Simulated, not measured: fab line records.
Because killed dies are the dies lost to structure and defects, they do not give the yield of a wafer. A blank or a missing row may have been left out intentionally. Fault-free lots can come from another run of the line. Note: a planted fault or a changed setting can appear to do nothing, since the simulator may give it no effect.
Problem report in the 8D (eight disciplines) form, filled by code | flow n5-finfet | the parts of the form that need people (team, actions taken, sign-off) are left out

1. THE PROBLEM
Mean of bias-w at N5_BEOL_M1_ETCH_74: 131.1 W across 3 wafers in 2 lots; on wafers with no fault it is 150.0 W (standard deviation 0.5). Measured from the usual mean, that is -38 standard deviations.
The step: etches underlayer in N2/H2, target depth 6.5 nm, time 5.2 s.
Seen first at day 9 19:46 on rie-diel-02, wafer L449.6. Wafers with a number at this step in the record: 27, from 9 lots. Rule for "out", or "out of limits": more than 4 standard deviations from the usual mean. The other wafers with a number count as sound.

2. WHAT IT IS; WHAT IT IS NOT
question                    | is                     | is not
which readings at this step | bias-w, rf-vpp-V       | drypump-motor-current-A, etch-rf-on-time-s, h2-flow-sccm, oes-product-au, showerhead-plenum-p-Torr, throttle-valve-pct
which lots                  | L449, L451             | L435, L437, L440, L443, L453, L454, L457
which wafers of those lots  | L449.6, L451.2, L451.5 | L449.1, L449.4, L451.3
read on which tools         | rie-diel-02            | rie-diel-03, rie-diel-06
when                        | from day 9 19:46       | up to then (14 sound wafers); but 10 sound wafers of L451, L453, L454, L457 came after

3. SUSPECTS, AND WHAT RULES EACH OUT
Counting: a tool at a process step up to the reading stays a suspect if it ran every lot that is out. Sound lots after the first of them don't rule it out here, since some wafers of a struck lot are sound.
- cmp-03 at N5_BEOL_M0_CMP_120 (polishes, stops on SiOC, t overpolish 6.9 s): kept. It processed each lot that is out (first: L449, day 9 17:18); up to then, its last sound lot is L443 (day 8 00:02).
- rie-diel-02 at N5_BEOL_M1_ETCH_74 (etches underlayer in N2/H2, target depth 6.5 nm, time 5.2 s): kept. It processed each lot that is out (first: L449, day 9 19:46); up to then, its last sound lot is L443 (day 8 01:36). On those wafers its own readings are out: bias-w, rf-vpp-V.
- In rie-diel-02 at N5_BEOL_M1_ETCH_74, the wafers that are out were processed in chamber 3 and their sound lot-mates in chambers 0, 1, 2.
Remaining after the count are cmp-03 at N5_BEOL_M0_CMP_120 and rie-diel-02 at N5_BEOL_M1_ETCH_74.

4. THE CAUSE (what the simulator had put in)
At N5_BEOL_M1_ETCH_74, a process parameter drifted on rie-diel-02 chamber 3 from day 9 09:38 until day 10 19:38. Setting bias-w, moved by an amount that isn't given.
After counting, 2 suspects remain, this tool included.

5. THE CHAIN OF EFFECTS, in route order
One row per reading whose mean, taken over the struck wafers that have a number, lies over 3 standard deviations from the usual. Only readings whose record carries a usual standard deviation are examined. hours: median over the lots of the time between each lot's start at the first step of this table that gives one and its start at this step. sigmas: the change, counted in usual standard deviations.
hours | step               | reading  | usual   | on struck wafers | change | sigmas
0     | N5_BEOL_M1_ETCH_74 | bias-w   | 150.0 W | 131.1            | -18.9  | -38
0     | N5_BEOL_M1_ETCH_74 | rf-vpp-V | 524.8 V | 485.6            | -39.2  | -14
Process steps it contains:
- N5_BEOL_M1_ETCH_74: etches underlayer in N2/H2, target depth 6.5 nm, time 5.2 s.
At these later measuring or inspecting steps, every struck wafer for which the step has a row has a number for every such reading, and none has moved that far: N5_BEOL_M4_RC_MEAS_101.

6. WHAT WOULD HAVE CAUGHT IT SOONER
First out-of-limits reading in this record: day 9 19:46, which is 10 hours after fault onset at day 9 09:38.
